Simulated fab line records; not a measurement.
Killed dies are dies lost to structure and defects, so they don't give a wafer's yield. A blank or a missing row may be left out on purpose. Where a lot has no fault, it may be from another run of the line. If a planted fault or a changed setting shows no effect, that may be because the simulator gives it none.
What tool caused it? | flow n5Finfet | 20 wafers from 7 lots sampled at 5 of the route's 1938 steps

WHAT EACH GAUGE READ, for each wafer
N5_MOL_CONTACT_COAG_THK_MEAS_29.
lot  | measured     | on           | MD_CAP_THK (nm)
L898 | day 5 19:19  | filmMetro-02 | 17.99 18.01 17.97
L901 | day 6 15:02  | filmMetro-02 | 18.03 17.85 17.96
L902 | day 6 19:07  | filmMetro-01 | 17.94 18.05 17.82
L904 | day 7 08:38  | filmMetro-02 | 17.85 17.93 17.82
L912 | day 9 06:55  | filmMetro-02 | 18.06 31.93
L917 | day 10 12:41 | filmMetro-01 | 18.05 17.90 17.98
L918 | day 11 04:34 | filmMetro-02 | 17.97 17.83 17.91

WHAT TOOL EACH LOT RAN ON (gives the tool, then ch and the chambers of the sampled wafers, and finally the start)
lot  | N5_HKMG_FIN_STRIP_90              | N5_HKMG_FIN_ETCHBACK_68          | N5_GATE_CUT_ETCHBACK_30         | N5_GATE_CUT_SAC_CAP_01
L898 | rieDiel-06 ch 0,2, day 4 22:27    | rieMetal-02 ch 0,1, day 4 22:37  | rieMetal-03 ch 0,1, day 5 00:37 | aldSin-04 ch 1,3, day 5 02:38
L901 | rieDiel-06 ch 0,1,3, day 5 19:05  | rieMetal-02 ch 0,1, day 5 19:17  | rieMetal-01 ch 0,1, day 5 21:16 | aldSin-03 ch 2,3, day 5 22:25
L902 | rieDiel-01 ch 1,2,3, day 6 01:10  | rieMetal-03 ch 0,1, day 6 01:19  | rieMetal-03 ch 0,1, day 6 03:20 | aldSin-04 ch 0,1,3, day 6 03:49
L904 | rieDiel-06 ch 1,2,3, day 6 14:00  | rieMetal-03 ch 0,1, day 6 14:10  | rieMetal-03 ch 0,1, day 6 16:10 | aldSin-01 ch 0,1,2, day 6 16:43
L912 | rieDiel-06 ch 2, day 8 11:37      | rieMetal-01 ch 0, day 8 11:49    | rieMetal-02 ch 0,1, day 8 14:06 | aldSin-04 ch 0, day 8 15:39
L917 | rieDiel-01 ch 0,2, day 9 17:55    | rieMetal-02 ch 0,1, day 9 18:06  | rieMetal-01 ch 0, day 9 20:07   | aldSin-03 ch 1,3, day 9 20:34
L918 | rieDiel-01 ch 0,1,2, day 10 04:00 | rieMetal-02 ch 0,1, day 10 04:09 | rieMetal-03 ch 1, day 10 06:23  | aldSin-01 ch 0,1,2, day 10 06:52
- N5_HKMG_FIN_STRIP_90: strips SOC in N2/H2, time 20 s.
- N5_HKMG_FIN_ETCHBACK_68: etches the open film in Cl2/Ar, stops on HfO2, target depth 0.5 nm.
- N5_GATE_CUT_ETCHBACK_30: etches TiN in Cl2/Ar, target depth 3 nm.
- N5_GATE_CUT_SAC_CAP_01: material SiNx, target thk 24 nm, pulse time 1 s, ald cycles 480.

THE ANSWER, worked out from the rows above alone
Rule: the usual values come from the lots themselves. The widest of any qualifying gaps counts: lots, ordered by their means at a reading, are off when they make up no more than a third of the lots, leave a main group of 4 or more, and stand apart from it by 3 or more times the standard deviation of that group's means. Not used: any main group whose means are identical at the precision the tables above print for the reading. A lot without any number at a reading at which 4 lots or more have one is off too. Where the step has rows for the other lots, those lots are counted as sound.
Off: at N5_MOL_CONTACT_COAG_THK_MEAS_29 (MD_CAP_THK), L912. Main group: mean 17.94 nm, sd 0.042.
A tool fits if, at a process step before that reading, it ran every lot that is off, and no sound lot after the first of them. Those tools and the gauges at N5_MOL_CONTACT_COAG_THK_MEAS_29 are tried in the same way. Can't be told from this: 4 tools fit, rieDiel-06 at N5_HKMG_FIN_STRIP_90, rieMetal-01 at N5_HKMG_FIN_ETCHBACK_68, rieMetal-02 at N5_GATE_CUT_ETCHBACK_30, aldSin-04 at N5_GATE_CUT_SAC_CAP_01.

WHAT THE SIMULATOR PUT IN
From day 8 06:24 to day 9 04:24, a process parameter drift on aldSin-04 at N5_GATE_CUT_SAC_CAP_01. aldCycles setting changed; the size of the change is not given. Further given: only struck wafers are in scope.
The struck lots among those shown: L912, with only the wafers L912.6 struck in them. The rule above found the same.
